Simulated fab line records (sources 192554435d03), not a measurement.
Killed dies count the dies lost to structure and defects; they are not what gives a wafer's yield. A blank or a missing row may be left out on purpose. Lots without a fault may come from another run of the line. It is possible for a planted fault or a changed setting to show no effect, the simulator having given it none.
Comparing a struck lot with a sound one || flow n5_finfet || 15 steps out of a route of 1938
Sound: the wafers L324.1, L324.2, L324.4. Struck: wafers L327.2, L327.3. (L327.6 of the same lot was not struck and is left out.) The cause comes at the end.
Each step with rows lists, per side, the tool, then ch with its chambers, then its first start. Under that, the readings that differ: sound wafers || struck wafers || difference of the means || sigmas: that difference in standard deviations of wafers without a fault.
alike: same words and numbers on both sides, and readings whose means sit less than 2 such deviations apart. not compared: any withheld reading, any reading some wafer has no value for, any bound like >300 that may hide the same value, and any number with overlapping values for which the record gives no deviation.
The two part at a step that has a row with sigmas, a row that says differs or no value, or rows on one side only. Numbers that have no deviation but don't overlap get no sigmas and don't part them. A reading that every wafer of one side lacks parts them only if that side has two wafers or more.

first, 2 steps without rows for these wafers: N5_BEOL_M14_PRECLEAN_39 (cleans in residue remover, time 60 s); N5_BEOL_M14_SRD_40 (time 30 s, dry time 30 s).
N5_BEOL_M14_DEGAS_41: time 60 s.
  sound: pvd_sputter-02 at day 12 02:52; struck: pvd_sputter-02 at day 13 21:52
  alike: heater_power_w, susceptor_temp_C
then, 2 steps without rows for these wafers: N5_BEOL_M14_PRE_CLEAN_42 (time 30 s); N5_BEOL_M14_SPUTTER_43 (material TaN, target thk 15 nm, time 24.19 s).
N5_BEOL_M14_SPUTTER_44: material Ta, target thk 15 nm, time 24.19 s.
  sound: pvd_sputter-02 at day 12 03:01; struck: pvd_sputter-02 at day 13 22:01
  alike: susceptor_temp_C, throttle_valve_pct
N5_BEOL_M14_SPUTTER_45: material Cu, target thk 100 nm, time 16.67 s.
  sound: pvd_sputter-02 at day 12 03:06; struck: pvd_sputter-02 at day 13 22:06
  alike: susceptor_temp_C, throttle_valve_pct
then, 1 step without rows for these wafers: N5_BEOL_M14_ECD_47 (material Cu, target thk 1248 nm).
N5_BEOL_M14_ANNEAL_48: time 90 s.
  sound on rtp_anneal-01 ch 0, day 12 03:27; struck on rtp_anneal-02 ch 0, day 13 22:27
  alike: anneal_temp_c_max, wafer_temp_C_max
N5_BEOL_M14_CMP_49: polishes, stops on SiO2, t overpolish 5.2 s, target thk 560 nm.
  sound on cmp-01 ch 0,2,3, day 12 03:45; struck on cmp-01 ch 2,3, day 13 22:53
  alike: barrier_field_endpoint_s, motor_current_A, overpolish_run_s, slurry_filter_dp_kPa, time_to_endpoint_s
N5_BEOL_M14_THK_MEAS_50: measures by xrf.
  sound: film_metro-01 at day 12 04:02; struck: film_metro-01 at day 13 23:11
  alike: M14_THK
then, 1 step without rows for these wafers: N5_BEOL_M14_PRE_CLEAN_52 (time 15 s).
N5_BEOL_M14_DEP_53: deposits SiCN from 3MS/NH3, target thk 50 nm, time 17.8 s.
  sound on pecvd-01 ch 0, day 12 04:09; struck on pecvd-01 ch 0,2, day 13 23:14
{"reading": "model.SiCN_of_BEOL_M14_DEP_53.thk_nm (nm)", "sound": "49.8 50.6 50.4", "struck": "66.2 65.2", "difference": "+15.4", "sigmas": ""}
  alike: showerhead_plenum_p_Torr, throttle_valve_pct
N5_BEOL_M14_RS_MEAS_54: measurement is done with a four-point probe.
  sound: film_metro-02 at day 12 04:17; struck: film_metro-02 at day 13 23:19
  alike: M14_RS
next, for these wafers, 1 step has no rows: N5_PASSIVATION_PROBE_49.

WHERE THEY PART
Nowhere in this record.

WHY: what the simulator had put in
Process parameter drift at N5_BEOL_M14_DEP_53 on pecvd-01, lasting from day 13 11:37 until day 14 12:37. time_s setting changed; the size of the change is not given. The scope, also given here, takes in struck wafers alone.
